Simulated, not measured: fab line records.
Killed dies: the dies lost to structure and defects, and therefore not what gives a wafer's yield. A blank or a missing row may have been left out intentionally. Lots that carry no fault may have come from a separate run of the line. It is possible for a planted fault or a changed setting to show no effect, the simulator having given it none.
Chamber matching ; flow n5Finfet ; 4 sister chambers for N5_BEOL_M1_STRIP_36 on rieDiel-03
The step strips in N2/H2. 4 wafers are shown with their chamber, then 7 later ones without.

WAFERS WITH THEIR CHAMBER
wafer;chamber;drypumpMotorCurrentA (A)
L080.4;2;5.7
L086.5;0;5.1
L088.1;3;5.2
L088.3;1;6.4

WAFERS WITHOUT THEIR CHAMBER
wafer;drypumpMotorCurrentA (A)
L088.6;6.3
L091.2;5.1
L091.4;6.3
L091.6;5.2
L094.1;5.1
L094.2;5.1
L094.6;5.7

WHICH CHAMBER EACH WENT THROUGH
wafer;from the rows above;in truth
L088.6;1;1
L091.2;can't be placed: 0 or 3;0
L091.4;1;1
L091.6;can't be placed: 3 or 0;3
L094.1;can't be placed: 0 or 3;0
L094.2;can't be placed: 0 or 3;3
L094.6;2;2
Placed correctly: 3 of 7. These rows do not allow placing 4 (true chamber among the candidates in 4). 0 placed wrongly.
How it was worked out, from the rows above alone: a wafer's distance from a chamber is the root of the sum, over the readings, of the square of ((its reading less the chamber's mean) divided by the reading's scatter). The wafer belongs to the nearest chamber; if the next one is less than 2 further off, it can't be placed. The mean given for a chamber averages the wafers shown for that chamber. The scatter: root of mean squared gap, hidden wafer to nearest shown wafer, with one shown wafer a chamber.
